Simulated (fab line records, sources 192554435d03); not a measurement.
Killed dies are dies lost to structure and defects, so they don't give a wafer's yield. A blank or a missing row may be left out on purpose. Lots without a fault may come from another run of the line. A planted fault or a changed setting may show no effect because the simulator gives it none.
fab line records | flow n5_finfet
record lots=11 wafers=33 last_day=21
route steps=1938 shown BEOL_M12@1647 BEOL_M13@1659 PASSIVATION@1936
lots that met no fault: from a run of the same line without faults
start_h: hours from the record's first day to the start of the lot's first wafer shown | wait_h: hours since the lot's step before | " the same as in the row above | L1.1+2: a row that stands for several wafers | - no value, or no start given | * or withheld: withheld | < > ~ a bound
route shown NAME@n: a module of which the file shows steps, and the number in the route of the first | usual: mean/standard deviation of fault-free wafers | same: alike in all rows | chamber/n: place in a boat | sites: the reading at each site | _std_site: their standard deviation | _edge_site: outer sites' mean less inner sites' | radius_mm: how far each site lies from the wafer's centre | mask NAME#n: copy n | behind: the tool/chamber that last shaped the wafer | hold: why the lot was held/for how many hours/how that ended | device: the transistor (n, p or np) that didn't switch | end of line: the same wafers' tests at the end of the route | a step without rows: its recipe alone | killed: dies lost to structure and defects at the first sort, not the wafer's yield | map: a wafer's dies, x killed, . not, _ none there
set.NAME: the setting as run; set.NAME@STEP: as run at that earlier step | model.NAME: the simulator's own value behind a step, which no gauge read
steps of the route over a sample of lots; a table a step, a row a wafer
services: from which hour (start_h, from the record's first day; less than 0 if before it) a tool's chamber was out of use, for how many hours, and why
## steps
# step N5_BEOL_M12_PRE_CLEAN_42
# recipe gas=H2/He time_s=30 temp_c=250
# usual heater_power_w=331/44
# columns lot.wafer tool chamber start_h wait_h heater_power_w
L129.2 pvd_sputter-01 - 338.47 0.0 316
L129.5 " - " " 318
L129.6 " - " " 304
L127.3 pvd_sputter-02 - 344.11 0.0 270
L127.4 " - " " 311
L127.5 " - " " 316
L136.1 pvd_sputter-02 - 372.30 0.0 312
L136.2 " - " " 310
L136.5 " - " " 309
L139.3 pvd_sputter-03 - 393.01 0.0 390
L139.5 " - " " 396
L139.6 " - " " 351
L142.1 pvd_sputter-03 - 413.72 0.0 296
L142.2 " - " " 398
L142.5 " - " " 308
L140.1 pvd_sputter-01 - 420.82 0.0 296
L140.2 " - " " 314
L140.6 " - " " 314
L145.3 pvd_sputter-01 - 425.20 0.0 312
L145.5 " - " " 277
L145.6 " - " " 405
L147.1 pvd_sputter-01 - 448.90 0.0 304
L147.3 " - " " 282
L147.4 " - " " 309
L148.1 pvd_sputter-03 - 458.50 0.0 354
L148.3 " - " " 302
L148.6 " - " " 401
L149.1 pvd_sputter-02 - 460.14 0.0 412
L149.5 " - " " 278
L149.6 " - " " 410
L150.2 pvd_sputter-01 - 471.52 0.0 273
L150.3 " - " " 303
L150.6 " - " " 400
# step N5_BEOL_M12_SPUTTER_43
# recipe material=TaN target_thk_a=150 temp_c=50 bias_v=168.6 power_w=15000 chamber_pressure_pa=0.12 time_s=24.19
# usual chamber_pressure_pa=0.12/0.00025 throttle_valve_pct=30.1/1.1
# columns lot.wafer tool chamber start_h wait_h chamber_pressure_pa throttle_valve_pct
L129.2 pvd_sputter-01 - 338.51 0.0 0.11996 28.7
L129.5 " - " " 0.12025 28.9
L129.6 " - " " 0.12027 31.5
L127.3 pvd_sputter-02 - 344.15 0.0 0.11978 28.9
L127.4 " - " " 0.1197 30.2
L127.5 " - " " 0.11945 30.5
L136.1 pvd_sputter-02 - 372.34 0.0 0.1199 30.6
L136.2 " - " " 0.12023 30.7
L136.5 " - " " 0.11983 30.4
L139.3 pvd_sputter-03 - 393.05 0.0 0.12036 30.2
L139.5 " - " " 0.12023 30.2
L139.6 " - " " 0.11995 32.0
L142.1 pvd_sputter-03 - 413.76 0.0 0.12045 28.5
L142.2 " - " " 0.11933 30.1
L142.5 " - " " 0.11991 29.0
L140.1 pvd_sputter-01 - 420.86 0.0 0.12017 31.7
L140.2 " - " " 0.11989 29.0
L140.6 " - " " 0.12007 29.1
L145.3 pvd_sputter-01 - 425.24 0.0 0.11954 31.4
L145.5 " - " " 0.11999 30.0
L145.6 " - " " 0.11988 31.8
L147.1 pvd_sputter-01 - 448.94 0.0 0.12036 31.6
L147.3 " - " " 0.12002 29.9
L147.4 " - " " 0.12002 28.6
L148.1 pvd_sputter-03 - 458.54 0.0 0.11966 32.0
L148.3 " - " " 0.11967 28.3
L148.6 " - " " 0.12003 30.0
L149.1 pvd_sputter-02 - 460.18 0.0 0.11953 30.7
L149.5 " - " " 0.12001 29.0
L149.6 " - " " 0.11966 30.6
L150.2 pvd_sputter-01 - 471.56 0.0 0.11998 30.1
L150.3 " - " " 0.12003 31.4
L150.6 " - " " 0.12009 32.1
# step N5_BEOL_M12_CMP_49
# recipe stop_on=SiOC t_overpolish_s=20.6 down_force_psi=1 platen_rpm=50 clearing_platen_down_force_psi=1.5 clearing_platen_rpm=50 post_cmp_clean=cu_alkaline target_thk_nm=320 clearing_platen_pad_velocity_m_s=0.99484 pad_velocity_m_s=0.99484
# usual barrier_field_endpoint_s=30.5/0.91 motor_current_A=5.8/0.63 slurry_flow_ml_min=150.0/0.47
# columns lot.wafer tool chamber start_h wait_h barrier_field_endpoint_s motor_current_A slurry_flow_ml_min
L129.2 cmp-01 3 339.49 0.3 29.8 4.8 150.5
L129.5 " 1 " " 31.6 6.7 150.1
L129.6 " 2 " " 29.6 5.7 150.1
L127.3 cmp-02 0 345.07 0.2 31.0 5.4 150.4
L127.4 " 2 " " 30.2 4.6 150.1
L127.5 " 1 " " 29.1 5.2 149.5
L136.1 cmp-01 0 373.21 0.4 32.4 6.3 150.0
L136.2 " 2 " " 26.1 5.6 150.0
L136.5 " 1 " " 31.9 6.8 149.9
L139.3 cmp-04 3 394.01 0.4 30.7 6.4 150.3
L139.5 " 2 " " 31.4 5.9 149.8
L139.6 " 3 " " 30.0 5.8 149.1
L142.2 cmp-04 2 414.48 0.2 30.0 5.6 150.4
L142.1 " 0 " " 29.8 5.9 149.3
L142.5 " 3 " " 30.0 5.8 150.3
L140.1 cmp-02 3 421.66 0.3 29.8 6.0 149.3
L140.2 " 0 " " 31.0 5.5 150.1
L140.6 " 1 " " 29.1 5.2 150.1
L145.3 cmp-01 0 426.15 0.2 30.3 6.5 150.1
L145.6 " 3 " " 29.6 4.9 150.1
L145.5 " 0 " " 31.4 6.6 149.7
L147.3 cmp-01 2 449.66 0.2 29.8 5.5 150.2
L147.4 " 3 " " 29.8 5.2 150.5
L147.1 " 0 " " 28.8 6.0 149.6
L148.1 cmp-04 0 459.30 0.3 30.3 5.8 149.9
L148.3 " 2 " " 31.1 5.8 149.7
L148.6 " 0 " " 31.3 5.6 149.9
L149.1 cmp-02 0 461.01 0.4 30.2 5.0 150.3
L149.5 " 1 " " 29.5 5.3 150.1
L149.6 " 2 " " 29.2 4.8 150.4
L150.2 cmp-01 2 472.88 0.3 30.8 5.8 148.9
L150.3 " 0 " " 30.9 6.5 150.2
L150.6 " 2 " " 30.2 5.6 150.0
# step N5_BEOL_M12_RS_MEAS_54
# recipe thk_meas_gauge=four-point-probe reads=Cu_of_BEOL_M12_ECD_47+Ta_of_BEOL_M12_SPUTTER_44+TaN_of_BEOL_M12_SPUTTER_43
# usual M12_RS=0.0599/0.0013
# columns lot.wafer tool chamber start_h wait_h M12_RS[ohm/sq]
L129.2 film_metro-01 - 339.83 0.0 0.0618
L129.5 " - " " 0.0613
L129.6 " - " " 0.0585
L127.3 film_metro-02 - 345.49 0.0 0.0608
L127.4 " - " " 0.0611
L127.5 " - " " 0.0609
L136.1 film_metro-01 - 373.63 0.0 0.0613
L136.2 " - " " 0.0571
L136.5 " - " " 0.0612
L139.3 film_metro-01 - 394.39 0.0 0.0581
L139.5 " - " " 0.0606
L139.6 " - " " 0.0585
L142.1 film_metro-02 - 414.92 0.1 0.0584
L142.2 " - " " 0.0598
L142.5 " - " " 0.0601
L140.1 film_metro-02 - 422.00 0.0 0.0586
L140.2 " - " " 0.0610
L140.6 " - " " 0.0588
L145.3 film_metro-02 - 426.56 0.0 0.0612
L145.5 " - " " 0.0616
L145.6 " - " " 0.0602
L147.1 film_metro-01 - 450.10 0.1 0.0587
L147.3 " - " " 0.0589
L147.4 " - " " 0.0595
L148.1 film_metro-02 - 459.71 0.1 0.0591
L148.3 " - " " 0.0591
L148.6 " - " " 0.0594
L149.1 film_metro-01 - 461.32 0.0 0.0583
L149.5 " - " " 0.0590
L149.6 " - " " 0.0587
L150.2 film_metro-01 - 473.27 0.0 0.0597
L150.3 " - " " 0.0611
L150.6 " - " " 0.0587
# step N5_BEOL_M13_ILD_DEP_00
# recipe material=SiOC target_thk_a=8379.2 temp_c=350 precursor=DEMS/O2 pressure_torr=5 rf_w=500 time_s=166.4
# usual heater_power_w=503/100 rf_fwd_power_W=498.3/1.6 showerhead_plenum_p_Torr=5.691/0.016 throttle_valve_pct=12.1/0.45
# columns lot.wafer tool chamber start_h wait_h heater_power_w rf_fwd_power_W showerhead_plenum_p_Torr throttle_valve_pct
L129.2 pecvd-04 1 339.89 0.0 553 501.4 5.683 12.6
L129.5 " 2 " " 640 497.3 5.689 11.2
L129.6 " 1 " " 441 499.3 5.658 12.5
L127.3 pecvd-03 2 345.55 0.0 545 498.7 5.735 11.8
L127.4 " 0 " " 290 499.2 5.665 12.2
L127.5 " 2 " " 563 497.4 5.723 11.3
L136.1 pecvd-02 1 373.69 0.0 462 496.1 5.676 12.8
L136.2 " 0 " " 487 497.7 5.693 12.3
L136.5 " 1 " " 517 497.7 5.672 12.4
L139.3 pecvd-04 1 394.45 0.0 483 496.8 5.659 12.7
L139.5 " 1 " " 522 497.2 5.678 12.7
L139.6 " 2 " " 646 495.8 5.690 11.3
L142.1 pecvd-03 2 414.99 0.0 549 498.5 5.735 11.7
L142.2 " 1 " " 377 500.5 5.694 12.4
L142.5 " 1 " " 387 499.2 5.695 12.9
L140.1 pecvd-04 1 422.06 0.0 503 498.9 5.659 12.3
L140.2 " 2 " " 541 495.8 5.699 11.3
L140.6 " 0 " " 675 498.9 5.680 12.2
L145.3 pecvd-03 2 426.62 0.0 512 495.1 5.720 11.7
L145.5 " 1 " " 333 499.7 5.686 12.6
L145.6 " 0 " " 288 498.7 5.691 12.3
L147.1 pecvd-02 2 450.17 0.0 449 496.4 5.688 12.2
L147.3 " 1 " " 496 499.2 5.683 11.3
L147.4 " 2 " " 481 497.4 5.701 12.1
L148.1 pecvd-03 1 459.77 0.0 415 497.6 5.684 13.0
L148.3 " 0 " " 289 498.9 5.684 12.4
L148.6 " 0 " " 321 498.9 5.682 12.4
L149.1 pecvd-02 0 461.38 0.0 535 496.3 5.686 12.3
L149.5 " 1 " " 447 496.3 5.681 11.2
L149.6 " 2 " " 474 498.8 5.717 12.1
L150.2 pecvd-02 1 473.33 0.0 471 498.4 5.679 11.5
L150.3 " 2 " " 458 495.4 5.697 12.2
L150.6 " 1 " " 505 496.4 5.673 11.3
# step N5_PASSIVATION_PROBE_49
# usual defect_limited_yield=91.1/1.4 killed_at_M0_to_M3=34/9.6 killed_at_M4_up=15/5.3 killed_at_contacts=12/6.1 killed_at_front_end=40/11 killed_at_other=3.5/2.8 killed_dies=105/17 killed_open=70/12 killed_short=34/7.7 sort_bin_4_leakage=0.01/0.07 sort_bin_5_function=5.2/0.97 sort_bin_6_memory=3.4/0.62 sort_bin_8_speed=0.00/0.023 sort_n_pass=1075/17 sort_yield_pct=91.1/1.4
# same gross_dies=1180 killed_at_back_side=0
# columns lot.wafer tool chamber start_h wait_h defect_limited_yield[%] killed_at_M0_to_M3 killed_at_M4_up killed_at_contacts killed_at_front_end killed_at_other killed_dies killed_open killed_short sort_bin_4_leakage[%] sort_bin_5_function[%] sort_bin_6_memory[%] sort_bin_8_speed[%] sort_n_pass sort_yield_pct[%]
L136.1 prober-02 - 408.14 0.1 90.8 33 23 10 37 6 109 71 36 0 5.5 3.5 0 1071 90.8
L136.2 prober-02 - 408.19 0.2 91.4 25 19 15 32 10 101 70 26 0 4.4 3.6 0 1079 91.4
L136.5 prober-02 - 408.34 0.3 92.2 18 13 25 34 2 92 66 24 0 4.5 3.1 0 1088 92.2
L142.1 prober-01 - 450.39 0.0 87.7 47 17 17 61 3 145 94 49 0 8.0 4.1 0 1035 87.7
L142.2 prober-01 - 450.44 0.1 94.2 23 17 11 18 0 69 47 21 0 2.9 2.6 0 1111 94.2
L142.5 prober-01 - 450.59 0.2 90.8 33 21 10 44 0 108 73 33 0 5.4 3.4 0 1072 90.8
# killed by level:class
L136.1 BEOL_M4:geometric_particle:open=15 MOL_CONTACT_COAG:geometric_particle:open=9 BEOL_M2:geometric_particle:open=9 BEOL_M0_SAQP:geometric_particle:short=8 GATE_CUT:geometric_particle:short=7 ILD0:geometric_particle:open=6 FIN_SAQP:geometric_particle:open=5 BEOL_M1:geometric_particle:open=5
L136.2 MOL_CONTACT_COAG:geometric_particle:open=12 BEOL_M4:geometric_particle:open=10 STI_FIN_REVEAL:geometric_particle:open=9 BEOL_M2:geometric_particle:open=8 FIN_SAQP:geometric_particle:open=5 HKMG_FIN:area_etch=5 BEOL_M0_SAQP:geometric_particle:open=4 BEOL_M0:geometric_particle:open=4
L136.5 MOL_CONTACT_COAG:geometric_particle:open=20 STI_FIN_REVEAL:geometric_particle:open=7 FIN_SAQP:geometric_particle:open=6 BEOL_M4:geometric_particle:open=6 MOL_CONTACT_COAG:geometric_particle:short=5 STI_FIN_REVEAL:geometric_particle:short=4 DUMMY_GATE:geometric_particle:open=4 BEOL_M0_SAQP:geometric_particle:open=4
L142.1 FIN_SAQP:geometric_particle:short=25 FIN_SAQP:geometric_particle:open=17 MOL_CONTACT_COAG:geometric_particle:open=14 BEOL_M1:geometric_particle:open=14 BEOL_M0_SAQP:geometric_particle:open=12 BEOL_M4:geometric_particle:open=9 BEOL_M0_SAQP:geometric_particle:short=6 BEOL_M2:geometric_particle:short=6
L142.2 BEOL_M4:geometric_particle:open=12 MOL_CONTACT_COAG:geometric_particle:open=9 BEOL_M2:geometric_particle:open=8 FIN_SAQP:geometric_particle:short=5 BEOL_M0_SAQP:geometric_particle:short=5 BEOL_M1:geometric_particle:open=4 STARTING-WAFER:geometric_particle:open=3 FIN_SAQP:geometric_particle:open=2
L142.5 FIN_SAQP:geometric_particle:open=12 MOL_CONTACT_COAG:geometric_particle:open=9 BEOL_M2:geometric_particle:open=9 FIN_SAQP:geometric_particle:short=8 DUMMY_GATE:geometric_particle:open=7 BEOL_M0_SAQP:geometric_particle:open=7 GATE_CUT:geometric_particle:short=6 BEOL_M4:geometric_particle:open=6
## services
# columns tool chamber start_h hours kind
cmp-01 - 323.84 4.0 pm
pecvd-02 - 324.36 0.8 repair
pecvd-04 - 324.90 0.8 repair
cmp-01 - 327.84 - consumable_replace:conditioner
cmp-01 - 327.84 - consumable_replace:pad
cmp-04 - 336.19 2.2 repair
pecvd-02 2 355.98 11.3 repair
pecvd-04 - 364.73 5.5 pm
cmp-01 - 380.94 0.4 repair
cmp-02 - 395.74 0.8 repair
pecvd-02 1 403.96 - clean
pecvd-02 1 403.96 - consumable_replace:showerhead
pecvd-02 1 403.96 29.0 scheduled_down
pvd_sputter-02 - 409.67 7.3 repair
cmp-01 - 410.01 7.3 pm
pecvd-04 0 414.13 6.0 repair
cmp-01 - 422.39 0.8 repair
pvd_sputter-01 - 426.95 3.4 repair
cmp-02 - 427.15 0.5 repair
pecvd-03 2 444.22 19.8 repair
cmp-04 - 446.71 10.9 repair
cmp-01 - 459.46 0.5 repair
pecvd-04 - 460.11 6.0 pm
cmp-01 - 460.55 7.4 pm
## key
first_sign step=N5_BEOL_M12_CMP_49 reading=barrier_field_endpoint_s direction=down sigmas=4.8 usual=30.5 struck=26.1
effect none on later readings
met_at N5_BEOL_M12_SPUTTER_43
struck_lots L136
struck_wafers L136.2
not_acting_at N5_BEOL_M12_PRE_CLEAN_42,N5_BEOL_M12_RS_MEAS_54,N5_BEOL_M13_ILD_DEP_00
onset_between 344.15 372.34
fault kind=process_parameter_drift tool=pvd_sputter-02 chamber=- onset_h=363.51 steps=N5_BEOL_M12_SPUTTER_43 channel=time_s offset=* shape=step end_h=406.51 scope=struck_wafers_only acts_in=* stated=*
